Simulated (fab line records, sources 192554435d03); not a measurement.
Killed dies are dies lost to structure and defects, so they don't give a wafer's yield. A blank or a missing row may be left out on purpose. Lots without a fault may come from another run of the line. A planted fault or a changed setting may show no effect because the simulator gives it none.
Which tool did it? | flow n5_finfet | 9 lots, 26 wafers sampled, at 7 steps of a route of 1938

WHAT THE GAUGES READ, wafer by wafer
N5_BEOL_M8_OCD_MEAS_38.
lot  | measured     | on     | trench_depth_nm (nm)
L466 | day 9 20:47  | ocd-01 | 93.1 91.4 89.5
L467 | day 10 01:12 | ocd-02 | 94.9 95.8 90.7
L469 | day 11 02:01 | ocd-02 | 91.7 91.7 89.7
L473 | day 12 02:34 | ocd-02 | 92.9 127.4
L475 | day 12 11:50 | ocd-01 | 90.6 93.4 127.5
L482 | day 14 07:48 | ocd-02 | 94.4 93.7 89.7
L484 | day 15 04:45 | ocd-01 | 94.7 92.9 91.7
L486 | day 15 22:20 | ocd-02 | 95.4 94.0 92.2
L487 | day 16 16:35 | ocd-01 | 92.7 92.1 91.9

N5_BEOL_M8_THK_MEAS_53: measures by xrf.
lot  | measured     | on            | M8_THK (nm)
L466 | day 9 23:58  | film_metro-02 | 81.2 79.9 77.4
L467 | day 10 05:04 | film_metro-02 | 82.4 83.4 79.3
L469 | day 11 04:17 | film_metro-01 | 77.9 78.3 75.7
L473 | day 12 05:02 | film_metro-02 | 81.1 116.0
L475 | day 12 14:00 | film_metro-01 | 77.1 81.0 114.9
L482 | day 14 11:43 | film_metro-01 | 82.4 80.3 76.4
L484 | day 15 07:43 | film_metro-01 | 80.4 79.9 77.8
L486 | day 16 01:03 | film_metro-01 | 81.7 80.1 77.9
L487 | day 16 21:25 | film_metro-02 | 80.2 78.5 78.1

N5_BEOL_M8_RS_MEAS_57: measures by four-point-probe.
lot  | measured     | on            | M8_RS (ohm/sq)
L466 | day 10 00:07 | film_metro-01 | 0.283 0.290 0.300
L467 | day 10 05:14 | film_metro-02 | 0.276 0.272 0.290
L469 | day 11 04:25 | film_metro-01 | 0.294 0.291 0.302
L473 | day 12 05:10 | film_metro-01 | 0.281 0.187
L475 | day 12 14:08 | film_metro-02 | 0.298 0.283 0.189
L482 | day 14 11:51 | film_metro-01 | 0.276 0.287 0.303
L484 | day 15 07:50 | film_metro-02 | 0.284 0.288 0.296
L486 | day 16 01:11 | film_metro-02 | 0.279 0.286 0.293
L487 | day 16 21:33 | film_metro-01 | 0.284 0.291 0.294

WHICH TOOL RAN EACH LOT (tool, then ch and the chambers of the sampled wafers, then the start)
lot  | N5_BEOL_M8_STRIP_19                | N5_BEOL_M8_DESCUM_33               | N5_BEOL_M8_TRENCH_ETCH_37          | N5_BEOL_M8_SPUTTER_48
L466 | rie_diel-01 ch 1,3, day 9 19:38    | rie_diel-02 ch 1,2,3, day 9 20:21  | rie_diel-02 ch 1,2,3, day 9 20:37  | pvd_sputter-01, day 9 22:34
L467 | rie_diel-02 ch 0,1,3, day 9 23:29  | rie_diel-01 ch 0,3, day 10 00:46   | rie_diel-01 ch 0,3, day 10 01:02   | pvd_sputter-03, day 10 04:16
L469 | rie_diel-06 ch 1,2,3, day 10 23:38 | rie_diel-02 ch 0,2, day 11 01:35   | rie_diel-02 ch 0,2, day 11 01:51   | pvd_sputter-01, day 11 03:29
L473 | rie_diel-02 ch 2,3, day 11 22:05   | rie_diel-02 ch 2, day 12 02:08     | rie_diel-02 ch 2, day 12 02:25     | pvd_sputter-03, day 12 04:13
L475 | rie_diel-02 ch 0,3, day 12 09:47   | rie_diel-02 ch 0,2, day 12 11:24   | rie_diel-02 ch 0,2, day 12 11:40   | pvd_sputter-02, day 12 13:02
L482 | rie_diel-02 ch 0,1,3, day 14 06:34 | rie_diel-01 ch 0,2,3, day 14 07:22 | rie_diel-01 ch 0,2,3, day 14 07:38 | pvd_sputter-03, day 14 10:55
L484 | rie_diel-02 ch 0,1,3, day 15 00:55 | rie_diel-02 ch 1,2,3, day 15 04:19 | rie_diel-02 ch 1,2,3, day 15 04:35 | pvd_sputter-02, day 15 06:47
L486 | rie_diel-02 ch 1,3, day 15 19:23   | rie_diel-02 ch 1,2,3, day 15 21:55 | rie_diel-02 ch 1,2,3, day 15 22:11 | pvd_sputter-02, day 16 00:02
L487 | rie_diel-01 ch 0,2,3, day 16 15:10 | rie_diel-02 ch 1,2, day 16 16:09   | rie_diel-02 ch 1,2, day 16 16:26   | pvd_sputter-01, day 16 19:20
- N5_BEOL_M8_STRIP_19: strips in O2.
- N5_BEOL_M8_DESCUM_33: chemistry O2, time 7 s.
- N5_BEOL_M8_TRENCH_ETCH_37: etches SiCOH lowk in C4F6/O2, target depth 93.478 nm, time 31.2 s.
- N5_BEOL_M8_SPUTTER_48: material Cu, target thk 10 nm, time 1.667 s.

WHAT THE TOOLS THEMSELVES READ (means of the sampled wafers that have a number; where no wafer has one, the mark that the record gives instead)
N5_BEOL_M8_STRIP_19.
lot  | tool        | drypump_motor_current_A (A) | oes_product_au (a.u.) | rf_vpp_V (V) | showerhead_plenum_p_Torr (Torr) | throttle_valve_pct (%)
L466 | rie_diel-01 | 6.5                         | 0.92                  | 3.9          | 2.06                            | 16.68
L467 | rie_diel-02 | 5.8                         | 0.68                  | 3.3          | 1.98                            | 16.65
L469 | rie_diel-06 | 5.2                         | 0.83                  | 3.5          | 2.09                            | 16.58
L473 | rie_diel-02 | 6.0                         | 0.78                  | 4.2          | 2.09                            | 16.50
L475 | rie_diel-02 | 5.9                         | 0.68                  | 3.2          | 1.98                            | 16.72
L482 | rie_diel-02 | 5.8                         | 0.87                  | 3.1          | 2.14                            | 16.40
L484 | rie_diel-02 | 5.8                         | 0.85                  | 3.5          | 2.14                            | 16.43
L486 | rie_diel-02 | 5.8                         | 0.91                  | 3.6          | 2.22                            | 16.26
L487 | rie_diel-01 | 5.7                         | 0.80                  | 3.6          | 2.05                            | 16.60

N5_BEOL_M8_DESCUM_33.
lot  | tool        | drypump_motor_current_A (A) | oes_product_au (a.u.) | rf_vpp_V (V) | showerhead_plenum_p_Torr (Torr) | throttle_valve_pct (%)
L466 | rie_diel-02 | 5.8                         | 0.76                  | 241.8        | 2.05                            | 20.30
L467 | rie_diel-01 | 6.1                         | 0.85                  | 243.1        | 2.07                            | 20.46
L469 | rie_diel-02 | 5.5                         | 0.83                  | 243.7        | 2.15                            | 20.43
L473 | rie_diel-02 | 5.5                         | 0.89                  | 245.1        | 2.23                            | 20.38
L475 | rie_diel-02 | 5.5                         | 0.83                  | 244.3        | 2.15                            | 20.45
L482 | rie_diel-01 | 5.7                         | 0.81                  | 243.2        | 2.06                            | 20.32
L484 | rie_diel-02 | 5.8                         | 0.90                  | 245.0        | 2.22                            | 20.11
L486 | rie_diel-02 | 5.8                         | 0.89                  | 245.3        | 2.21                            | 20.10
L487 | rie_diel-02 | 5.4                         | 0.84                  | 244.8        | 2.21                            | 20.36

N5_BEOL_M8_TRENCH_ETCH_37.
lot  | tool        | C4F6_flow_sccm (sccm) | drypump_motor_current_A (A) | oes_product_au (a.u.) | rf_vpp_V (V) | showerhead_plenum_p_Torr (Torr) | throttle_valve_pct (%)
L466 | rie_diel-02 | 10.023                | 5.8                         | 0.75                  | 661          | 2.81                            | 20.85
L467 | rie_diel-01 | 9.992                 | 6.1                         | 0.85                  | 655          | 2.83                            | 21.02
L469 | rie_diel-02 | 10.014                | 5.5                         | 0.82                  | 661          | 2.91                            | 20.87
L473 | rie_diel-02 | 10.043                | 5.4                         | 0.99                  | 668          | 3.02                            | 20.89
L475 | rie_diel-02 | 10.027                | 5.5                         | 0.89                  | 662          | 2.90                            | 20.92
L482 | rie_diel-01 | 10.011                | 5.7                         | 0.81                  | 660          | 2.81                            | 20.87
L484 | rie_diel-02 | 10.008                | 5.8                         | 0.90                  | 668          | 3.02                            | 20.67
L486 | rie_diel-02 | 10.025                | 5.8                         | 0.89                  | 668          | 3.01                            | 20.67
L487 | rie_diel-02 | 9.981                 | 5.4                         | 0.84                  | 670          | 3.01                            | 20.87

N5_BEOL_M8_SPUTTER_48.
lot  | tool           | chuck_gas_flow_sccm (sccm) | substrate_temp_c (C) | throttle_valve_pct (%)
L466 | pvd_sputter-01 | 1.23                       | -20.08               | 30.5
L467 | pvd_sputter-03 | 1.25                       | -19.98               | 31.3
L469 | pvd_sputter-01 | 1.33                       | -19.94               | 30.6
L473 | pvd_sputter-03 | 1.21                       | -20.13               | 32.0
L475 | pvd_sputter-02 | 1.28                       | -20.07               | 29.1
L482 | pvd_sputter-03 | 1.31                       | -19.88               | 30.1
L484 | pvd_sputter-02 | 1.27                       | -19.92               | 29.3
L486 | pvd_sputter-02 | 1.29                       | -19.94               | 29.0
L487 | pvd_sputter-01 | 1.28                       | -19.94               | 30.5

THE ANSWER, worked out from the rows above alone
Rule: what is usual is taken from the lots themselves. Put in order of their means at a reading, lots are off if they are a third of the lots or fewer, leave a main group of 4 or more, and stand apart from it by a gap of 3 or more times the standard deviation of the main group's means; of several such gaps the widest counts. A main group whose means are all the same, to the digits that the tables above print for the reading, isn't used. A lot without any number at a reading at which 4 lots or more have one is off too. The other lots that the step has rows for count as sound. The gauges are gone through in route order, then the tools' own readings, and for those a lot's mean is taken as printed above. The first step at which some lot is off is used, and at that step the reading that is off furthest; a lot without a number counts as furthest.
Off: L473, L475, at N5_BEOL_M8_OCD_MEAS_38 (trench_depth_nm). The main group: mean 92.6 nm, standard deviation 1.
A tool fits if, at a process step before that reading, it ran every lot that is off, and no sound lot after the first of them. The gauges at N5_BEOL_M8_OCD_MEAS_38 aren't tried: what is off there is off at N5_BEOL_M8_THK_MEAS_53 too, on other tools, and a gauge's error can't cause that. None of those tried fits.

WHAT THE SIMULATOR HAD PUT IN
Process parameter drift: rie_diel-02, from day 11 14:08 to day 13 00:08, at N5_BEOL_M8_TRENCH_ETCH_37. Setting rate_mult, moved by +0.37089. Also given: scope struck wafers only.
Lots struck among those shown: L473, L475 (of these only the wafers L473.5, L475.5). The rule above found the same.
